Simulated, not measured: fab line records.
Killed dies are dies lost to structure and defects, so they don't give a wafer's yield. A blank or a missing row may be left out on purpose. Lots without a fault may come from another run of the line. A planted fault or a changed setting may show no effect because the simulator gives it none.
Which tool did it? -- flow n5_finfet -- 10 lots, 30 wafers sampled, at 5 steps of a route of 1938

== WHAT THE GAUGES READ, wafer by wafer ==
N5_BEOL_M13_OCD_MEAS_35. Usual: trench_depth_nm at 410 nm, with a standard deviation of 5.4.
lot,measured,on,trench_depth_nm (nm),flag
L268,day 11 05:45,ocd-02,413 420 409,
L270,day 11 10:38,ocd-02,412 411 411,
L271,day 11 18:08,ocd-02,408 418 405,
L273,day 12 15:29,ocd-02,417 412 422,
L285,day 16 01:21,ocd-01,407 417 409,
L282,day 16 01:34,ocd-01,402 399 410,
L288,day 16 10:25,ocd-01,408 404 410,
L290,day 17 01:42,ocd-02,415 412 417,
L287,day 17 02:01,ocd-01,410 412 409,
L286,day 17 02:49,ocd-02,404 406 408,

N5_BEOL_M14_THK_MEAS_01. Usual: M14_ILD_THK gives 1125 nm (standard deviation 15).
lot,measured,on,M14_ILD_THK (nm),flag
L268,day 11 08:40,film_metro-02,1102 1118 1133,
L270,day 11 16:00,film_metro-02,1117 1137 1130,
L271,day 11 22:10,film_metro-01,1126 1129 1129,
L273,day 12 17:25,film_metro-01,1138 1111 1146,
L285,day 16 06:26,film_metro-02,1112 1119 1119,
L282,day 16 07:51,film_metro-01,1013 1124 1145,
L288,day 16 15:59,film_metro-01,1089 1106 1135,
L290,day 17 03:55,film_metro-02,1106 1125 1127,
L287,day 17 04:54,film_metro-01,1127 1117 1130,
L286,day 17 06:00,film_metro-02,1109 1136 1133,

== TOOL THAT RAN EACH LOT (tool first, then ch and the chambers of the sampled wafers, then the start) ==
lot,N5_BEOL_M13_ETCH_38,N5_BEOL_M13_DEGAS_41,N5_BEOL_M14_ILD_DEP_00
L268,"rie_diel-03 ch 1,2,3, day 11 06:47","pvd_sputter-03, day 11 07:10","pecvd-02 ch 0,1, day 11 08:29"
L270,"rie_diel-04 ch 1,2,3, day 11 13:46","pvd_sputter-03, day 11 14:26","pecvd-01 ch 1,2, day 11 15:49"
L271,"rie_diel-03 ch 0,1,2, day 11 20:04","pvd_sputter-02, day 11 20:40","pecvd-03 ch 0,1,2, day 11 21:58"
L273,"rie_diel-04 ch 0,2,3, day 12 15:36","pvd_sputter-01, day 12 15:53","pecvd-02 ch 0,1,2, day 12 17:14"
L285,"rie_diel-01 ch 0,1,2, day 16 02:49","pvd_sputter-02, day 16 04:56","pecvd-01 ch 0,1,2, day 16 06:14"
L282,"rie_diel-04 ch 0,1, day 16 05:52","pvd_sputter-02, day 16 06:22","pecvd-02 ch 1,2, day 16 07:40"
L288,"rie_diel-03 ch 1,2, day 16 13:47","pvd_sputter-01, day 16 14:27","pecvd-01 ch 0,1, day 16 15:47"
L290,"rie_diel-01 ch 0,2, day 17 02:05","pvd_sputter-03, day 17 02:26","pecvd-01 ch 1,2, day 17 03:44"
L287,"rie_diel-04 ch 0,2,3, day 17 02:45","pvd_sputter-01, day 17 03:25","pecvd-03 ch 0,1,2, day 17 04:43"
L286,"rie_diel-01 ch 0,2, day 17 03:49","pvd_sputter-02, day 17 04:30","pecvd-03 ch 0,1, day 17 05:49"
- N5_BEOL_M13_ETCH_38: etches SiCN in CF4/N2, target depth 67.5 nm, time 71.9 s.
- N5_BEOL_M13_DEGAS_41: time 60 s.
- N5_BEOL_M14_ILD_DEP_00: deposits SiO2 from TEOS/O2, target thk 1119.3 nm, time 237.4 s.

== WHAT THE TOOLS THEMSELVES READ (means of the sampled wafers that have a number; where no wafer has one, the mark that the record gives instead) ==
N5_BEOL_M13_ETCH_38. Usual: drypump_motor_current_A 5.9 A, standard deviation 0.72; mfc_ar_sccm 100.00 sccm, standard deviation 0.29; oes_product_au 0.74 a.u., standard deviation 0.054; rf_vpp_V 381.9 V, standard deviation 1.8; showerhead_plenum_p_Torr 2.19 Torr, standard deviation 0.062; throttle_valve_pct 15.38 %, standard deviation 0.19.
lot,tool,drypump_motor_current_A (A),mfc_ar_sccm (sccm),oes_product_au (a.u.),rf_vpp_V (V),showerhead_plenum_p_Torr (Torr),throttle_valve_pct (%),flag
L268,rie_diel-03,6.1,100.09,0.76,381.5,2.17,15.34,
L270,rie_diel-04,6.0,99.74,0.79,382.0,2.19,15.25,
L271,rie_diel-03,6.1,99.89,0.77,380.9,2.18,15.27,
L273,rie_diel-04,6.2,100.21,0.77,381.6,2.18,15.29,
L285,rie_diel-01,5.2,99.73,0.70,381.5,2.16,15.53,
L282,rie_diel-04,5.2,100.02,0.69,383.7,2.26,15.45,
L288,rie_diel-03,5.8,99.86,0.75,381.4,2.18,15.26,
L290,rie_diel-01,5.5,99.82,0.73,381.8,2.20,15.57,
L287,rie_diel-04,6.2,100.09,0.74,381.6,2.17,15.35,
L286,rie_diel-01,5.5,99.94,0.72,381.4,2.20,15.57,

N5_BEOL_M13_DEGAS_41. Usual: heater_power_w at 335 W, with a standard deviation of 30.
lot,tool,heater_power_w (W),flag
L268,pvd_sputter-03,329,
L270,pvd_sputter-03,348,
L271,pvd_sputter-02,338,
L273,pvd_sputter-01,354,
L285,pvd_sputter-02,347,
L282,pvd_sputter-02,341,
L288,pvd_sputter-01,328,
L290,pvd_sputter-03,352,
L287,pvd_sputter-01,324,
L286,pvd_sputter-02,345,

N5_BEOL_M14_ILD_DEP_00. Usual: heater_power_w 583 W, standard deviation 110; run_length_s 280.3 s, standard deviation 0.56; showerhead_plenum_p_Torr 8.35 Torr, standard deviation 0.042; throttle_valve_pct 18.4 %, standard deviation 0.71.
lot,tool,heater_power_w (W),run_length_s (s),showerhead_plenum_p_Torr (Torr),throttle_valve_pct (%),flag
L268,pecvd-02,639,280.1,8.35,18.5,
L270,pecvd-01,509,280.3,8.33,17.8,
L271,pecvd-03,630,280.1,8.35,18.7,
L273,pecvd-02,568,280.4,8.34,18.3,
L285,pecvd-01,528,280.6,8.36,18.0,
L282,pecvd-02,585,273.2,8.34,18.7,OFF
L288,pecvd-01,533,280.0,8.37,18.5,
L290,pecvd-01,449,280.4,8.34,17.9,
L287,pecvd-03,564,279.9,8.35,18.8,
L286,pecvd-03,642,279.7,8.40,18.8,

== THE ANSWER, worked out from the rows above alone ==
Rule: take the mean of a lot's wafers that have a number; if it is more than 3 standard deviations from the usual mean, the lot is off. A lot without any number at a reading at which 4 lots or more have one is off too. The other lots that the step has rows for count as sound. Order of review: gauges by route order, followed by the tools' own readings, for which a lot's mean as printed above is used. At the first step where some lot is off, the reading lying furthest off is the one used; lots without a number count as furthest.
Off at N5_BEOL_M14_ILD_DEP_00 (run_length_s): L282.
A tool fits if, at that step or a process step before it, it ran every lot that is off, and no sound lot after the first of them. One fits: N5_BEOL_M14_ILD_DEP_00 on pecvd-02. A fault onset in the window from L273 (day 12 17:14, its last sound lot) to L282 (day 16 07:40, its first lot off) fits.
On the lots that are off, the tool's own readings at N5_BEOL_M14_ILD_DEP_00 differ by more than 5 times the standard deviation of the sound lots' means, which bears it out; run_length_s reads 273.2 s there versus 280.2 s on the sound lots.

== WHAT THE SIMULATOR HAD PUT IN ==
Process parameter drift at N5_BEOL_M14_ILD_DEP_00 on pecvd-02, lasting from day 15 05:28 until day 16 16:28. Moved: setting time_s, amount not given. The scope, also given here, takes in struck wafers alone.
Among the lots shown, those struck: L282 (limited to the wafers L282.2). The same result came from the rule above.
